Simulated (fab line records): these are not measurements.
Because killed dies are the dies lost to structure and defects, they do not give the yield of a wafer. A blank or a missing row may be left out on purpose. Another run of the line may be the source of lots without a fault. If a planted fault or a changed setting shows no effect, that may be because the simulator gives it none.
What tool caused it? :: flow nand_harc :: 12 lots, 36 wafers sampled, at 6 steps of a route of 1159

## WHAT THE GAUGES SHOWED, per wafer
NHARC_THIN_TSV_INSPECT_40.
lot: L162
measured: day 19 11:35
on: defect_inspect-02
raw_defect_count: 374 429 435

lot: L159
measured: day 19 11:35
on: defect_inspect-01
raw_defect_count: 369 376 494

lot: L160
measured: day 19 17:05
on: defect_inspect-02
raw_defect_count: 516 472 442

lot: L165
measured: day 21 11:21
on: defect_inspect-02
raw_defect_count: 940 434 491

lot: L167
measured: day 21 20:04
on: defect_inspect-02
raw_defect_count: 488 502 610

lot: L171
measured: day 21 20:04
on: defect_inspect-01
raw_defect_count: 411 500 958

lot: L172
measured: day 22 10:20
on: defect_inspect-02
raw_defect_count: 407 348 425

lot: L175
measured: day 23 21:09
on: defect_inspect-02
raw_defect_count: 460 459 499

lot: L177
measured: day 24 09:36
on: defect_inspect-02
raw_defect_count: 407 529 549

lot: L181
measured: day 24 18:49
on: defect_inspect-02
raw_defect_count: 447 457 419

lot: L179
measured: day 25 02:56
on: defect_inspect-02
raw_defect_count: 429 508 432

lot: L180
measured: day 25 09:56
on: defect_inspect-01
raw_defect_count: 432 489 491

NHARC_END_SORT_01.
lot: L162
measured: day 20 00:04
on: prober-01
defect_limited_yield (%): 96.8 96.5 97.0
killed_at_array: 15 18 15
killed_at_other: 0 0 0
killed_at_periphery: 7 6 5
killed_dies: 22 24 20
killed_open: 1 5 2
killed_short: 6 2 6
sort_bin_2_pct (%): 0.6 0.6 0.7
sort_bin_3_pct (%): 0.59 0.44 0
sort_bin_4_pct (%): 2.1 2.5 2.2
sort_n_pass: 655 653 657
sort_rim_yield_pct (%): 98 97 97
sort_yield_pct (%): 96.8 96.5 97.0

lot: L159
measured: day 19 22:42
on: prober-02
defect_limited_yield (%): 97.2 97.2 97.5
killed_at_array: 14 14 11
killed_at_other: 1 0 0
killed_at_periphery: 4 5 6
killed_dies: 19 19 17
killed_open: 3 6 3
killed_short: 6 1 5
sort_bin_2_pct (%): 0.7 1.0 0.4
sort_bin_3_pct (%): 0.44 0 0
sort_bin_4_pct (%): 1.6 1.8 2.1
sort_n_pass: 658 658 660
sort_rim_yield_pct (%): 99 94 99
sort_yield_pct (%): 97.2 97.2 97.5

lot: L160
measured: day 20 04:05
on: prober-02
defect_limited_yield (%): 93.9 95.7 94.7
killed_at_array: 29 20 24
killed_at_other: 0 2 2
killed_at_periphery: 12 7 10
killed_dies: 41 29 36
killed_open: 3 2 4
killed_short: 3 0 1
sort_bin_2_pct (%): 1.3 1.8 1.9
sort_bin_3_pct (%): 0.44 0 0
sort_bin_4_pct (%): 4.3 2.5 3.4
sort_n_pass: 636 648 641
sort_rim_yield_pct (%): 96 99 95
sort_yield_pct (%): 93.9 95.7 94.7

lot: L165
measured: day 21 14:20
on: prober-02
defect_limited_yield (%): 82.4 95.1 94.4
killed_at_array: 35 25 32
killed_at_other: 80 1 0
killed_at_periphery: 4 7 6
killed_dies: 119 33 38
killed_open: 1 3 3
killed_short: 2 2 4
sort_bin_2_pct (%): 8.7 1.9 1.0
sort_bin_3_pct (%): 2.66 0 0.30
sort_bin_4_pct (%): 6.2 3.0 4.3
sort_n_pass: 558 644 639
sort_rim_yield_pct (%): 98 88 92
sort_yield_pct (%): 82.4 95.1 94.4

lot: L167
measured: day 22 14:36
on: prober-02
defect_limited_yield (%): 92.9 93.6 91.1
killed_at_array: 45 35 58
killed_at_other: 1 2 0
killed_at_periphery: 2 6 2
killed_dies: 48 43 60
killed_open: 5 1 6
killed_short: 0 3 5
sort_bin_2_pct (%): 2.1 1.8 3.5
sort_bin_3_pct (%): 0.89 0.15 0.30
sort_bin_4_pct (%): 4.1 4.4 5.0
sort_n_pass: 629 634 617
sort_rim_yield_pct (%): 90 96 98
sort_yield_pct (%): 92.9 93.6 91.1

lot: L171
measured: day 22 13:46
on: prober-01
defect_limited_yield (%): 95.3 95.4 82.4
killed_at_array: 29 29 33
killed_at_other: 0 0 84
killed_at_periphery: 3 2 2
killed_dies: 32 31 119
killed_open: 2 5 7
killed_short: 3 1 3
sort_bin_2_pct (%): 1.9 1.5 7.7
sort_bin_3_pct (%): 0.30 0.44 3.55
sort_bin_4_pct (%): 2.5 2.7 6.4
sort_n_pass: 645 646 558
sort_rim_yield_pct (%): 97 99 99
sort_yield_pct (%): 95.3 95.4 82.4

lot: L172
measured: day 22 21:32
on: prober-01
defect_limited_yield (%): 98.1 98.5 97.9
killed_at_array: 11 9 12
killed_at_other: 1 0 1
killed_at_periphery: 1 1 1
killed_dies: 13 10 14
killed_open: 0 0 4
killed_short: 4 3 3
sort_bin_2_pct (%): 0.6 0.4 0.7
sort_bin_3_pct (%): 0 0.15 0
sort_bin_4_pct (%): 1.3 0.9 1.3
sort_n_pass: 664 667 663
sort_rim_yield_pct (%): 96 99 94
sort_yield_pct (%): 98.1 98.5 97.9

lot: L175
measured: day 24 00:59
on: prober-01
defect_limited_yield (%): 97.0 97.9 97.0
killed_at_array: 16 14 10
killed_at_other: 0 0 2
killed_at_periphery: 4 0 8
killed_dies: 20 14 20
killed_open: 5 2 4
killed_short: 1 2 1
sort_bin_2_pct (%): 0.6 0.3 0.7
sort_bin_3_pct (%): 0.15 0 0.30
sort_bin_4_pct (%): 2.2 1.8 1.9
sort_n_pass: 657 663 657
sort_rim_yield_pct (%): 98 95 96
sort_yield_pct (%): 97.0 97.9 97.0

lot: L177
measured: day 24 13:27
on: prober-02
defect_limited_yield (%): 95.0 94.1 91.9
killed_at_array: 29 34 46
killed_at_other: 1 4 6
killed_at_periphery: 4 2 3
killed_dies: 34 40 55
killed_open: 3 6 3
killed_short: 2 2 1
sort_bin_2_pct (%): 1.3 2.4 1.8
sort_bin_3_pct (%): 0.74 0.15 0.44
sort_bin_4_pct (%): 3.0 3.4 5.9
sort_n_pass: 643 637 622
sort_rim_yield_pct (%): 91 89 100
sort_yield_pct (%): 95.0 94.1 91.9

lot: L181
measured: day 24 21:50
on: prober-01
defect_limited_yield (%): 96.5 95.9 93.8
killed_at_array: 18 21 37
killed_at_other: 3 1 1
killed_at_periphery: 3 6 4
killed_dies: 24 28 42
killed_open: 3 4 6
killed_short: 2 1 3
sort_bin_2_pct (%): 1.3 1.2 2.4
sort_bin_3_pct (%): 0.15 0.15 0
sort_bin_4_pct (%): 2.1 2.8 3.8
sort_n_pass: 653 649 635
sort_rim_yield_pct (%): 95 93 97
sort_yield_pct (%): 96.5 95.9 93.8

lot: L179
measured: day 25 06:00
on: prober-02
defect_limited_yield (%): 93.5 96.0 93.9
killed_at_array: 38 26 40
killed_at_other: 1 0 0
killed_at_periphery: 5 1 1
killed_dies: 44 27 41
killed_open: 2 5 3
killed_short: 3 1 1
sort_bin_2_pct (%): 2.4 1.0 1.2
sort_bin_3_pct (%): 0.44 0.74 0.59
sort_bin_4_pct (%): 3.7 2.2 4.3
sort_n_pass: 633 650 636
sort_rim_yield_pct (%): 96 93 99
sort_yield_pct (%): 93.5 96.0 93.9

lot: L180
measured: day 25 14:41
on: prober-01
defect_limited_yield (%): 95.1 95.9 97.3
killed_at_array: 29 23 15
killed_at_other: 2 2 2
killed_at_periphery: 2 3 1
killed_dies: 33 28 18
killed_open: 4 3 5
killed_short: 4 1 2
sort_bin_2_pct (%): 1.8 1.5 0.4
sort_bin_3_pct (%): 0.44 0.30 0.15
sort_bin_4_pct (%): 2.7 2.4 2.1
sort_n_pass: 644 649 659
sort_rim_yield_pct (%): 98 99 96
sort_yield_pct (%): 95.1 95.9 97.3

## WHICH TOOL RAN EACH LOT (tool, then ch and the chambers of the sampled wafers, then the start)
lot: L162
NHARC_THIN_TSV_ETCH_15: rie_si-04 ch 1,2, day 19 01:50
NHARC_THIN_TSV_STRIP_62: plasma_asher-01 ch 0,1, day 19 03:43
NHARC_THIN_TSV_PRE_CLEAN_54: pvd_sputter-01, day 19 06:02
NHARC_THIN_TSV_STRIP_57: wet_bench-10 ch 2,4,7, day 19 08:20

lot: L159
NHARC_THIN_TSV_ETCH_15: rie_si-06 ch 0,2,3, day 19 03:12
NHARC_THIN_TSV_STRIP_62: plasma_asher-01 ch 0,1, day 19 05:08
NHARC_THIN_TSV_PRE_CLEAN_54: pvd_sputter-03, day 19 07:20
NHARC_THIN_TSV_STRIP_57: wet_bench-10 ch 2,5,6, day 19 09:23

lot: L160
NHARC_THIN_TSV_ETCH_15: rie_si-02 ch 0,3, day 19 04:09
NHARC_THIN_TSV_STRIP_62: plasma_asher-02 ch 0,1, day 19 05:56
NHARC_THIN_TSV_PRE_CLEAN_54: pvd_sputter-01, day 19 08:24
NHARC_THIN_TSV_STRIP_57: wet_bench-08 ch 3,6,7, day 19 10:43

lot: L165
NHARC_THIN_TSV_ETCH_15: rie_si-02 ch 0,2,3, day 21 01:36
NHARC_THIN_TSV_STRIP_62: plasma_asher-01 ch 0,1, day 21 03:22
NHARC_THIN_TSV_PRE_CLEAN_54: pvd_sputter-01, day 21 05:38
NHARC_THIN_TSV_STRIP_57: wet_bench-10 ch 5,6,7, day 21 07:36

lot: L167
NHARC_THIN_TSV_ETCH_15: rie_si-04 ch 0,3, day 21 09:40
NHARC_THIN_TSV_STRIP_62: plasma_asher-02 ch 0,1, day 21 12:06
NHARC_THIN_TSV_PRE_CLEAN_54: pvd_sputter-03, day 21 14:34
NHARC_THIN_TSV_STRIP_57: wet_bench-08 ch 1,2,6, day 21 16:38

lot: L171
NHARC_THIN_TSV_ETCH_15: rie_si-02 ch 1,3, day 21 10:53
NHARC_THIN_TSV_STRIP_62: plasma_asher-01 ch 0, day 21 13:03
NHARC_THIN_TSV_PRE_CLEAN_54: pvd_sputter-01, day 21 15:17
NHARC_THIN_TSV_STRIP_57: wet_bench-10 ch 1,6,7, day 21 17:13

lot: L172
NHARC_THIN_TSV_ETCH_15: rie_si-02 ch 2,3, day 21 23:08
NHARC_THIN_TSV_STRIP_62: plasma_asher-01 ch 0,1, day 22 01:17
NHARC_THIN_TSV_PRE_CLEAN_54: pvd_sputter-01, day 22 03:38
NHARC_THIN_TSV_STRIP_57: wet_bench-10 ch 0,3,5, day 22 05:41

lot: L175
NHARC_THIN_TSV_ETCH_15: rie_si-02 ch 0,1,2, day 23 09:17
NHARC_THIN_TSV_STRIP_62: plasma_asher-01 ch 0,1, day 23 11:18
NHARC_THIN_TSV_PRE_CLEAN_54: pvd_sputter-02, day 23 13:41
NHARC_THIN_TSV_STRIP_57: wet_bench-08 ch 2,3,7, day 23 16:15

lot: L177
NHARC_THIN_TSV_ETCH_15: rie_si-06 ch 1,3, day 23 21:58
NHARC_THIN_TSV_STRIP_62: plasma_asher-01 ch 0,1, day 23 23:45
NHARC_THIN_TSV_PRE_CLEAN_54: pvd_sputter-02, day 24 01:58
NHARC_THIN_TSV_STRIP_57: wet_bench-08 ch 0,1,6, day 24 04:02

lot: L181
NHARC_THIN_TSV_ETCH_15: rie_si-04 ch 1,2,3, day 24 07:44
NHARC_THIN_TSV_STRIP_62: plasma_asher-01 ch 0,1, day 24 09:31
NHARC_THIN_TSV_PRE_CLEAN_54: pvd_sputter-03, day 24 11:53
NHARC_THIN_TSV_STRIP_57: wet_bench-08 ch 1,2,7, day 24 13:56

lot: L179
NHARC_THIN_TSV_ETCH_15: rie_si-04 ch 0,1,2, day 24 16:13
NHARC_THIN_TSV_STRIP_62: plasma_asher-01 ch 0,1, day 24 18:01
NHARC_THIN_TSV_PRE_CLEAN_54: pvd_sputter-01, day 24 20:14
NHARC_THIN_TSV_STRIP_57: wet_bench-10 ch 4,5,6, day 24 22:19

lot: L180
NHARC_THIN_TSV_ETCH_15: rie_si-02 ch 0,1,2, day 24 22:22
NHARC_THIN_TSV_STRIP_62: plasma_asher-02 ch 0,1, day 25 00:21
NHARC_THIN_TSV_PRE_CLEAN_54: pvd_sputter-01, day 25 02:59
NHARC_THIN_TSV_STRIP_57: wet_bench-10 ch 1,4,5, day 25 05:04
- NHARC_THIN_TSV_ETCH_15: target depth 3000 nm, bosch target overetch cycles 2, bosch etch step 2.8 s.
- NHARC_THIN_TSV_STRIP_62: strips in N2/H2, time 20 s.
- NHARC_THIN_TSV_PRE_CLEAN_54: time 30 s.
- NHARC_THIN_TSV_STRIP_57: strips in post etch residue remover, time 1200 s.

## WHAT THE TOOLS THEMSELVES READ (means of the sampled wafers that have a number; where no wafer has one, the mark that the record gives instead)
NHARC_THIN_TSV_ETCH_15.
lot: L162
tool: rie_si-04
drypump_motor_current_A (A): 6.2

lot: L159
tool: rie_si-06
drypump_motor_current_A (A): 5.3

lot: L160
tool: rie_si-02
drypump_motor_current_A (A): 6.2

lot: L165
tool: rie_si-02
drypump_motor_current_A (A): 6.0

lot: L167
tool: rie_si-04
drypump_motor_current_A (A): 5.9

lot: L171
tool: rie_si-02
drypump_motor_current_A (A): 6.1

lot: L172
tool: rie_si-02
drypump_motor_current_A (A): 6.3

lot: L175
tool: rie_si-02
drypump_motor_current_A (A): 5.6

lot: L177
tool: rie_si-06
drypump_motor_current_A (A): 6.0

lot: L181
tool: rie_si-04
drypump_motor_current_A (A): 6.1

lot: L179
tool: rie_si-04
drypump_motor_current_A (A): 6.0

lot: L180
tool: rie_si-02
drypump_motor_current_A (A): 5.6

NHARC_THIN_TSV_STRIP_62.
lot: L162
tool: plasma_asher-01
drypump_motor_current_A (A): 5.2
heater_power_w (W): 365
rf_refl_power_W (W): 20

lot: L159
tool: plasma_asher-01
drypump_motor_current_A (A): 5.5
heater_power_w (W): 380
rf_refl_power_W (W): 24

lot: L160
tool: plasma_asher-02
drypump_motor_current_A (A): 5.9
heater_power_w (W): 340
rf_refl_power_W (W): 24

lot: L165
tool: plasma_asher-01
drypump_motor_current_A (A): 5.5
heater_power_w (W): 369
rf_refl_power_W (W): 24

lot: L167
tool: plasma_asher-02
drypump_motor_current_A (A): 6.1
heater_power_w (W): 335
rf_refl_power_W (W): 25

lot: L171
tool: plasma_asher-01
drypump_motor_current_A (A): 5.0
heater_power_w (W): 329
rf_refl_power_W (W): 14

lot: L172
tool: plasma_asher-01
drypump_motor_current_A (A): 5.5
heater_power_w (W): 371
rf_refl_power_W (W): 24

lot: L175
tool: plasma_asher-01
drypump_motor_current_A (A): 5.2
heater_power_w (W): 357
rf_refl_power_W (W): 20

lot: L177
tool: plasma_asher-01
drypump_motor_current_A (A): 5.2
heater_power_w (W): 354
rf_refl_power_W (W): 19

lot: L181
tool: plasma_asher-01
drypump_motor_current_A (A): 5.5
heater_power_w (W): 368
rf_refl_power_W (W): 24

lot: L179
tool: plasma_asher-01
drypump_motor_current_A (A): 5.5
heater_power_w (W): 369
rf_refl_power_W (W): 24

lot: L180
tool: plasma_asher-02
drypump_motor_current_A (A): 6.0
heater_power_w (W): 354
rf_refl_power_W (W): -

NHARC_THIN_TSV_PRE_CLEAN_54.
lot: L162
tool: pvd_sputter-01
heater_power_w (W): 424

lot: L159
tool: pvd_sputter-03
heater_power_w (W): 452

lot: L160
tool: pvd_sputter-01
heater_power_w (W): 417

lot: L165
tool: pvd_sputter-01
heater_power_w (W): 419

lot: L167
tool: pvd_sputter-03
heater_power_w (W): 424

lot: L171
tool: pvd_sputter-01
heater_power_w (W): 429

lot: L172
tool: pvd_sputter-01
heater_power_w (W): 416

lot: L175
tool: pvd_sputter-02
heater_power_w (W): 385

lot: L177
tool: pvd_sputter-02
heater_power_w (W): 416

lot: L181
tool: pvd_sputter-03
heater_power_w (W): 434

lot: L179
tool: pvd_sputter-01
heater_power_w (W): 427

lot: L180
tool: pvd_sputter-01
heater_power_w (W): 421

## THE ANSWER, worked out from the rows above alone
Rule: the lots themselves supply what counts as usual. Put in order of their means at a reading, lots are off if they are a third of the lots or fewer, leave a main group of 4 or more, and stand apart from it by a gap of 3 or more times the standard deviation of the main group's means; of several such gaps the widest counts. A main group whose means are all the same, to the digits that the tables above print for the reading, isn't used. Also off: a lot with no number at a reading for which 4 or more lots have one. All remaining lots with rows at the step are treated as sound. The gauges are gone through in route order, then the tools' own readings, and for those a lot's mean is taken as printed above. At the first step where some lot is off, the reading lying furthest off is the one used; lots without a number count as furthest.
Off, at NHARC_END_SORT_01 on killed_at_other: L165, L171. For the main group the mean is 1.2 and the standard deviation 1.
A tool fits if, at a process step before that reading, it ran every lot that is off, and no sound lot after the first of them. Gauges at NHARC_END_SORT_01: tried the same way as those tools. None of those tried fits.

## WHAT THE SIMULATOR PUT IN
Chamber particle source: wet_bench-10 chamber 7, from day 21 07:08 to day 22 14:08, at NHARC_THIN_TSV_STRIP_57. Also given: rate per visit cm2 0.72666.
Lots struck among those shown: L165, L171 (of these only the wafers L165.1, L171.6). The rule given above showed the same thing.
